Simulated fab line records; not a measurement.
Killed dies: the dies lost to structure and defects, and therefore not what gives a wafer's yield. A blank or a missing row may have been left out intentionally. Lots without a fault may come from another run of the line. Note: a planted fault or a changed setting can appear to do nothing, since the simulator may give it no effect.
Shared-tool check :: flow nand harc :: Sample size 13 lots and 39 wafers

## WHY IT WAS OPENED
On 2 of the 13 lots, a flag is raised at NHARC_A_ONON_D1_THK_MEAS_21 on the reading thk nm. No-fault wafers: 1003 nm, standard deviation 6.5.
Rule: flag the lot when none of its wafers has a number, or when each of its wafers that has one lies beyond 4 standard deviations from that mean. All remaining lots are regarded as sound.

lot: L477
measured: day 8 15:02
on: film metro-01
thk nm (nm), wafer by wafer: 998 999 998
flag: 

lot: L478
measured: day 9 00:43
on: film metro-01
thk nm (nm), wafer by wafer: 1000 999 999
flag: 

lot: L479
measured: day 9 15:53
on: film metro-02
thk nm (nm), wafer by wafer: 1003 1004 1003
flag: 

lot: L480
measured: day 10 00:19
on: film metro-02
thk nm (nm), wafer by wafer: 998 997 999
flag: 

lot: L481
measured: day 10 00:22
on: film metro-01
thk nm (nm), wafer by wafer: 1006 1007 1005
flag: 

lot: L482
measured: day 10 23:53
on: film metro-01
thk nm (nm), wafer by wafer: 990 990 990
flag: 

lot: L484
measured: day 11 13:57
on: film metro-01
thk nm (nm), wafer by wafer: 997 999 998
flag: 

lot: L486
measured: day 12 12:36
on: film metro-02
thk nm (nm), wafer by wafer: 998 1000 998
flag: 

lot: L487
measured: day 12 12:37
on: film metro-01
thk nm (nm), wafer by wafer: 1003 1003 1002
flag: 

lot: L492
measured: day 14 23:29
on: film metro-02
thk nm (nm), wafer by wafer: 1711 1709 1710
flag: FLAGGED

lot: L494
measured: day 15 17:20
on: film metro-02
thk nm (nm), wafer by wafer: 1700 1699 1698
flag: FLAGGED

lot: L498
measured: day 17 04:05
on: film metro-01
thk nm (nm), wafer by wafer: 1008 1011 1009
flag: 

lot: L499
measured: day 17 21:38
on: film metro-02
thk nm (nm), wafer by wafer: 995 995 995
flag: 
The numbers of the flagged lots are 1704 nm on average: +702 nm against the usual, or +99 or more standard deviations.

## WHICH TOOL EACH LOT WENT THROUGH
Before the reading, the record contains 2 process steps out of a 1302-step route. Every cell lists first the tool, next ch and the chambers used by the sampled wafers, and last the start.
lot: L477
flag: 
NHARC_P_BONDPAD_DEGAS_25: pvd sputter-03, day 7 03:56
NHARC_A_ONON_D1_DEP_19: pecvd onon-01 ch 0, day 8 14:35

lot: L478
flag: 
NHARC_P_BONDPAD_DEGAS_25: pvd sputter-02, day 7 08:44
NHARC_A_ONON_D1_DEP_19: pecvd onon-01 ch 0, day 9 00:13

lot: L479
flag: 
NHARC_P_BONDPAD_DEGAS_25: pvd sputter-02, day 8 02:14
NHARC_A_ONON_D1_DEP_19: pecvd onon-02 ch 0, day 9 15:26

lot: L480
flag: 
NHARC_P_BONDPAD_DEGAS_25: pvd sputter-01, day 8 10:07
NHARC_A_ONON_D1_DEP_19: pecvd onon-02 ch 0, day 9 23:52

lot: L481
flag: 
NHARC_P_BONDPAD_DEGAS_25: pvd sputter-01, day 8 14:47
NHARC_A_ONON_D1_DEP_19: pecvd onon-01 ch 0, day 9 23:49

lot: L482
flag: 
NHARC_P_BONDPAD_DEGAS_25: pvd sputter-03, day 9 06:36
NHARC_A_ONON_D1_DEP_19: pecvd onon-01 ch 0, day 10 23:30

lot: L484
flag: 
NHARC_P_BONDPAD_DEGAS_25: pvd sputter-03, day 9 18:16
NHARC_A_ONON_D1_DEP_19: pecvd onon-03 ch 0, day 11 13:27

lot: L486
flag: 
NHARC_P_BONDPAD_DEGAS_25: pvd sputter-02, day 10 22:02
NHARC_A_ONON_D1_DEP_19: pecvd onon-03 ch 0, day 12 12:13

lot: L487
flag: 
NHARC_P_BONDPAD_DEGAS_25: pvd sputter-01, day 11 01:04
NHARC_A_ONON_D1_DEP_19: pecvd onon-02 ch 0, day 12 12:13

lot: L492
flag: FLAGGED
NHARC_P_BONDPAD_DEGAS_25: pvd sputter-03, day 13 08:13
NHARC_A_ONON_D1_DEP_19: pecvd onon-03 ch 0, day 14 23:03

lot: L494
flag: FLAGGED
NHARC_P_BONDPAD_DEGAS_25: pvd sputter-01, day 14 05:27
NHARC_A_ONON_D1_DEP_19: pecvd onon-03 ch 0, day 15 16:50

lot: L498
flag: 
NHARC_P_BONDPAD_DEGAS_25: pvd sputter-01, day 15 14:59
NHARC_A_ONON_D1_DEP_19: pecvd onon-01 ch 0, day 17 03:34

lot: L499
flag: 
NHARC_P_BONDPAD_DEGAS_25: pvd sputter-03, day 16 06:50
NHARC_A_ONON_D1_DEP_19: pecvd onon-02 ch 0, day 17 21:10
What the steps here do:
- NHARC_P_BONDPAD_DEGAS_25: time 60 s.
- NHARC_A_ONON_D1_DEP_19: target thk 1000 nm.
- NHARC_A_ONON_D1_THK_MEAS_21: measures by ellipsometry.

## FLAGGED AGAINST TOTAL, ONE TOOL AT A TIME (gauges that did the reading follow at the end)
step: NHARC_P_BONDPAD_DEGAS_25
tool: pvd sputter-01
lots run: 5
flagged: 1
share of the flagged lots: some
sound lots run after its first flagged lot: 1 (L498)

step: NHARC_P_BONDPAD_DEGAS_25
tool: pvd sputter-02
lots run: 3
flagged: 0
share of the flagged lots: none
sound lots run after its first flagged lot: -

step: NHARC_P_BONDPAD_DEGAS_25
tool: pvd sputter-03
lots run: 5
flagged: 1
share of the flagged lots: some
sound lots run after its first flagged lot: 1 (L499)

step: NHARC_A_ONON_D1_DEP_19
tool: pecvd onon-01
lots run: 5
flagged: 0
share of the flagged lots: none
sound lots run after its first flagged lot: -

step: NHARC_A_ONON_D1_DEP_19
tool: pecvd onon-02
lots run: 4
flagged: 0
share of the flagged lots: none
sound lots run after its first flagged lot: -

step: NHARC_A_ONON_D1_DEP_19
tool: pecvd onon-03
lots run: 4
flagged: 2
share of the flagged lots: all
sound lots run after its first flagged lot: 0

step: NHARC_A_ONON_D1_THK_MEAS_21
tool: film metro-01
lots run: 7
flagged: 0
share of the flagged lots: none
sound lots run after its first flagged lot: -

step: NHARC_A_ONON_D1_THK_MEAS_21
tool: film metro-02
lots run: 6
flagged: 2
share of the flagged lots: all
sound lots run after its first flagged lot: 1 (L499)

## WHAT IS ALLOWED BY THE TABLE
Table rows that saw every flagged lot: 2, namely pecvd onon-03 at NHARC_A_ONON_D1_DEP_19 and film metro-02 at NHARC_A_ONON_D1_THK_MEAS_21.
- pecvd onon-03 at NHARC_A_ONON_D1_DEP_19: 2 of its 4 lots flagged. Last sound lot L486 at day 12 12:13, first flagged lot L492 at day 14 23:03; a fault beginning in between fits.
- film metro-02 at NHARC_A_ONON_D1_THK_MEAS_21: 2 of its 6 lots flagged. Sound lots ran on it after the first flagged one (L499), which a lasting fault on the whole tool wouldn't allow.
pecvd onon-03 at NHARC_A_ONON_D1_DEP_19 is the single tool remaining.

## WHAT THE SIMULATOR PUT IN
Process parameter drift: pecvd onon-03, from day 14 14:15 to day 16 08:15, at NHARC_A_ONON_D1_DEP_19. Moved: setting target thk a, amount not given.
Shown lots that were struck: L492, L494. The same result came from the rule above.
